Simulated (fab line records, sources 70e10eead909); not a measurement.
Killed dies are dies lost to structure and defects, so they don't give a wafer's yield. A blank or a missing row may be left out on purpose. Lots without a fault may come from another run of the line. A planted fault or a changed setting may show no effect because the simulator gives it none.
fab line records | flow nand_harc
record lots=14 wafers=42 last_day=24
route steps=1159 shown P_BONDPAD@369 A_ZERO_WELL@400 A_SOURCE_PLATE@416
lots that met no fault: from a run of the same line without faults
start_h: hours from the record's first day to the start of the lot's first wafer shown | wait_h: hours since the lot's step before | " the same as in the row above | L1.1+2: a row that stands for several wafers | - no value, or no start given | * or withheld: withheld | < > ~ a bound
route shown NAME@n: a module of which the file shows steps, and the number in the route of the first | usual: mean/standard deviation of fault-free wafers | same: alike in all rows | chamber/n: place in a boat | sites: the reading at each site | _std_site: their standard deviation | _edge_site: outer sites' mean less inner sites' | radius_mm: how far each site lies from the wafer's centre | mask NAME#n: copy n | behind: the tool/chamber that last shaped the wafer | hold: why the lot was held/for how many hours/how that ended | device: the transistor (n, p or np) that didn't switch | end of line: the same wafers' tests at the end of the route | a step without rows: its recipe alone | killed: dies lost to structure and defects at the first sort, not the wafer's yield | map: a wafer's dies, x killed, . not, _ none there
set.NAME: the setting as run; set.NAME@STEP: as run at that earlier step | model.NAME: the simulator's own value behind a step, which no gauge read
steps of the route over a sample of lots; a table a step, a row a wafer
services: from which hour (start_h, from the record's first day; less than 0 if before it) a tool's chamber was out of use, for how many hours, and why
## steps
# step NHARC_P_BONDPAD_ETCH_12
# recipe target_depth_a=2000 time_s=100 chf3_flow_sccm=50 o2_flow_sccm=10 ar_flow_sccm=200 rf_w=500 bias_w=200 chemistry=CHF3/O2
# usual drypump_motor_current_A=5.8/0.3 oes_product_au=0.946/0.026 rf_vpp_V=370.2/2.4 showerhead_plenum_p_Torr=2.39/0.11 throttle_valve_pct=20.574/0.0094
# columns lot.wafer tool chamber start_h wait_h drypump_motor_current_A oes_product_au rf_hours_counter_h rf_vpp_V showerhead_plenum_p_Torr throttle_valve_pct
L824.2 rie_diel-02 1 - - 5.4 0.974 49 368.2 2.27 20.576
L824.1 " 3 " " 6.3 0.985 57 373.4 2.55 20.563
L824.5 " 2 " " 5.8 0.971 - 369.1 2.31 20.560
L825.4 rie_diel-04 2 - - 6.3 0.962 2 371.1 2.43 20.560
L825.1 " 3 " " 6.0 0.981 2 373.2 2.56 20.594
L825.5 " 1 " " 5.7 0.972 - 370.3 2.37 20.565
L826.4 rie_diel-04 2 - - 6.2 0.988 2 371.7 2.43 20.570
L826.1 " 3 " " 6.0 0.960 2 373.5 2.56 20.549
L826.6 " 2 " " 6.3 0.975 - 370.2 2.43 20.564
L827.2 rie_diel-04 2 - - 6.3 0.981 2 371.6 2.43 20.570
L827.4 " 0 " " 5.6 0.967 2 367.8 2.27 20.566
L827.6 " 2 " " 6.3 0.991 - 370.5 2.43 20.565
L830.4 rie_diel-04 0 - - 5.6 0.962 3 367.1 2.27 20.581
L830.3 " 1 " " 5.7 0.970 3 368.8 2.37 20.583
L830.5 " 1 " " 5.7 0.967 - 369.2 2.37 20.585
L829.2 rie_diel-04 2 - - 6.3 0.927 4 370.3 2.42 20.561
L829.6 " 3 " " 6.0 0.923 - 373.4 2.56 20.578
L829.5 " 0 " " 5.6 0.922 - 367.7 2.26 20.571
L832.1 rie_diel-04 2 - - 6.2 0.926 5 370.8 2.43 20.566
L832.6 " 3 " " 6.0 0.926 - 373.8 2.56 20.578
L832.5 " 0 " " 5.6 0.921 - 368.3 2.26 20.571
L836.3 rie_diel-02 2 - - 5.9 0.977 19 369.3 2.30 20.571
L836.1 " 0 " " 5.2 0.952 17 372.5 2.45 20.583
L836.2 " 1 " " 5.4 0.959 17 366.2 2.27 20.568
L837.4 rie_diel-04 2 - - 6.3 0.928 10 370.3 2.42 20.584
L837.1 " 0 " " 5.5 0.925 9 367.1 2.26 20.590
L837.6 " 2 " " 6.3 0.925 - 370.9 2.42 20.571
L839.1 rie_diel-04 3 - - 6.0 0.965 10 371.5 2.56 20.575
L839.3 " 0 " " 5.6 0.978 9 367.2 2.26 20.567
L839.6 " 1 " " 5.7 0.967 - 369.1 2.36 20.563
L841.1 rie_diel-04 3 - - 6.0 0.976 10 373.4 2.56 20.584
L841.3 " 1 " " 5.7 0.971 9 368.8 2.36 20.577
L841.5 " 3 " " 6.0 0.973 - 374.1 2.56 20.579
L843.2 rie_diel-04 1 - - 5.7 0.921 10 370.5 2.36 20.570
L843.1 " 2 " " 6.2 0.919 11 370.2 2.42 20.577
L843.6 " 1 " " 5.7 0.910 - 369.7 2.36 20.587
L845.2 rie_diel-04 3 - - 6.0 0.924 14 373.9 2.56 20.579
L845.4 " 1 " " 5.7 0.922 13 371.0 2.36 20.575
L845.1 " 2 " " 6.3 0.924 14 371.2 2.42 20.586
L847.1 rie_diel-13 3 - - 5.4 0.920 64 371.2 2.36 20.593
L847.4 " 0 " " 5.5 0.913 66 369.8 2.39 20.590
L847.5 " 2 " " 5.6 0.928 - 366.8 2.22 20.576
# step NHARC_P_BONDPAD_CD_MEAS_13
# usual cd_nm=499.6/1.5
# columns lot.wafer tool chamber start_h wait_h cd_nm
L824.1 cd_sem-03 - 139.52 - 500.9
L824.2 " - " " 499.2
L824.5 " - " " 499.2
L825.1 cd_sem-03 - 140.89 - 497.6
L825.4 " - " " 498.0
L825.5 " - " " 497.2
L826.1 cd_sem-02 - 143.77 - 498.9
L826.4 " - " " 498.8
L826.6 " - " " 497.3
L827.2 cd_sem-01 - 144.90 - 498.9
L827.4 " - " " 498.3
L827.6 " - " " 500.4
L830.3 cd_sem-02 - 164.34 - 500.7
L830.4 " - " " 501.7
L830.5 " - " " 499.8
L829.2 cd_sem-02 - 167.66 - 500.6
L829.5 " - " " 500.7
L829.6 " - " " 501.4
L832.1 cd_sem-02 - 174.94 - 498.4
L832.5 " - " " 499.2
L832.6 " - " " 500.5
L836.1 cd_sem-03 - 211.49 - 500.4
L836.2 " - " " 501.7
L836.3 " - " " 500.7
L837.1 cd_sem-03 - 226.80 - 497.6
L837.4 " - " " 498.0
L837.6 " - " " 499.0
L839.1 cd_sem-01 - 227.41 - 501.0
L839.3 " - " " 499.9
L839.6 " - " " 499.2
L841.1 cd_sem-03 - 227.96 - 500.1
L841.3 " - " " 499.2
L841.5 " - " " 500.4
L843.1 cd_sem-03 - 236.06 - 498.5
L843.2 " - " " 498.8
L843.6 " - " " 494.5
L845.1 cd_sem-02 - 265.40 - 499.2
L845.2 " - " " 501.6
L845.4 " - " " 498.2
L847.1 cd_sem-02 - 273.35 - 499.5
L847.4 " - " " 500.0
L847.5 " - " " 499.6
# step NHARC_A_ZERO_WELL_DEVELOP_09
# recipe time_s=50 dev_temp_c=22
# usual chill_plate_temp_C=23.01/0.11 developer_temp_C=22.00/0.11
# columns lot.wafer tool chamber start_h wait_h chill_plate_temp_C developer_temp_C
L824.1 litho_track-05 0 143 - 23.16 21.84
L824.2 " 0 " " 23.08 21.90
L824.5 " 0 " " 23.12 21.85
L825.1 litho_track-02 0 144 - 22.91 21.82
L825.4 " 0 " " 22.90 21.88
L825.5 " 0 " " 22.95 21.94
L826.1 litho_track-02 0 147 - 23.19 21.92
L826.4 " 0 " " 22.94 21.95
L826.6 " 0 " " 23.07 21.98
L827.2 litho_track-05 0 148 - 23.03 21.99
L827.4 " 0 " " 22.85 21.97
L827.6 " 0 " " 23.02 21.91
L830.3 litho_track-07 0 167 - 23.09 21.98
L830.4 " 0 " " 22.94 22.16
L830.5 " 0 " " 23.05 22.31
L829.2 litho_track-07 - 171 - - -
L829.5 " - " " - -
L829.6 " - " " - -
L832.1 litho_track-05 - 178 - - -
L832.5 " - " " - -
L832.6 " - " " - -
L836.1 litho_track-02 0 215 - 22.90 21.96
L836.2 " 0 " " 23.07 22.08
L836.3 " 0 " " 22.99 22.02
L837.1 litho_track-05 0 230 - 23.03 22.13
L837.4 " 0 " " 23.13 22.15
L837.6 " 0 " " 23.05 22.09
L839.1 litho_track-07 0 231 - 23.13 21.99
L839.3 " 0 " " 22.98 21.97
L839.6 " 0 " " 23.11 21.90
L841.1 litho_track-05 0 231 - 22.82 22.05
L841.3 " 0 " " 22.84 21.97
L841.5 " 0 " " 22.94 21.96
L843.1 litho_track-02 0 239 - 23.18 22.10
L843.2 " 0 " " 22.95 22.06
L843.6 " 0 " " 22.98 22.03
L845.1 litho_track-02 0 268 - 23.10 21.90
L845.2 " 0 " " 23.18 21.78
L845.4 " 0 " " 23.10 21.90
L847.1 litho_track-02 0 277 - 23.02 21.86
L847.4 " 0 " " 23.11 21.94
L847.5 " 0 " " 23.01 22.01
# step NHARC_A_SOURCE_PLATE_THK_MEAS_09
# recipe thk_meas_gauge=ellipsometry
# usual thk_nm=9.7/1
# columns lot.wafer tool chamber start_h wait_h thk_nm
L824.1 film_metro-02 - 152.13 0.4 11.2
L824.2 " - " " 8.9
L824.5 " - " " 9.7
L825.1 film_metro-01 - 152.13 0.4 8.2
L825.4 " - " " 8.6
L825.5 " - " " 8.9
L826.1 film_metro-02 - 156.30 0.4 9.0
L826.4 " - " " 10.3
L826.6 " - " " 8.7
L827.2 film_metro-01 - 156.30 0.4 9.8
L827.4 " - " " 9.6
L827.6 " - " " 10.5
L830.3 film_metro-01 - 177.57 0.4 9.6
L830.4 " - " " 10.3
L830.5 " - " " 11.8
L836.1 film_metro-02 - 222.63 0.4 9.0
L836.2 " - " " 8.8
L836.3 " - " " 9.7
L837.1 film_metro-02 - 239.31 0.4 9.9
L837.4 " - " " 10.2
L837.6 " - " " 10.8
L839.1 film_metro-01 - 239.32 0.4 9.8
L839.3 " - " " 9.7
L839.6 " - " " 9.5
L841.1 film_metro-01 - 239.32 0.4 10.4
L841.3 " - " " 10.2
L841.5 " - " " 9.1
L843.1 film_metro-02 - 248.51 0.4 11.8
L843.2 " - " " 12.4
L843.6 " - " " 8.3
L845.1 film_metro-02 - 276.89 0.4 9.7
L845.2 " - " " 7.7
L845.4 " - " " 8.0
L847.1 film_metro-02 - 286.55 0.4 11.3
L847.4 " - " " 9.6
L847.5 " - " " 9.1
## services
# columns tool chamber start_h hours kind
rie_diel-04 0 121.13 - clean
rie_diel-04 1 121.13 - clean
rie_diel-04 2 121.13 - clean
rie_diel-04 3 121.13 - clean
rie_diel-04 0 145.63 - clean
rie_diel-04 1 145.63 - clean
rie_diel-04 2 145.63 - clean
rie_diel-04 3 145.63 - clean
rie_diel-02 - 151.15 9.0 pm
litho_track-02 - 165.00 7.0 pm
rie_diel-04 0 170.13 - clean
rie_diel-04 1 170.13 - clean
rie_diel-04 2 170.13 - clean
rie_diel-04 3 170.13 - clean
litho_track-07 - 189.00 7.0 pm
rie_diel-04 0 194.63 - clean
rie_diel-04 1 194.63 - clean
rie_diel-04 2 194.63 - clean
rie_diel-13 - 230.64 1.0 repair
litho_track-05 - 237.00 7.0 pm
rie_diel-02 3 242.74 16.8 repair
rie_diel-04 3 247.46 5.2 repair
rie_diel-13 3 247.91 3.9 repair
rie_diel-13 - 276.04 9.0 pm
## key
first_sign step=NHARC_A_ZERO_WELL_DEVELOP_09 reading=tool_record direction=missing
effect none on later readings
met_at NHARC_A_ZERO_WELL_DEVELOP_09
struck_lots L829,L832
later_rows_left_out L829.2,L829.5,L829.6,L832.1,L832.5,L832.6
sort_left_out L829.2,L829.5,L829.6,L832.1,L832.5,L832.6
tester_left_out L829,L832
not_acting_at NHARC_P_BONDPAD_ETCH_12,NHARC_P_BONDPAD_CD_MEAS_13,NHARC_A_SOURCE_PLATE_THK_MEAS_09
onset_between 167 171
fault kind=skipped_step_whole tool=litho_track-05,litho_track-07 chamber=- onset_h=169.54 steps=NHARC_A_ZERO_WELL_DEVELOP_09 scope=struck_lots_only
# tester_left_out: of these lots the tester's yield and bins aren't shown, on N5 and GAA mostly nor the transistor test; their killed dies are dies lost to structure and defects alone, not to doping, threshold or leakage, so they don't give the yield
# sort_left_out: the simulated sort isn't trusted on such a fault, so these wafers' sort isn't shown, and their yield isn't known
# later_rows_left_out: the simulator's readings of these wafers behind a module that went badly wrong aren't trusted and aren't shown, but for the sort
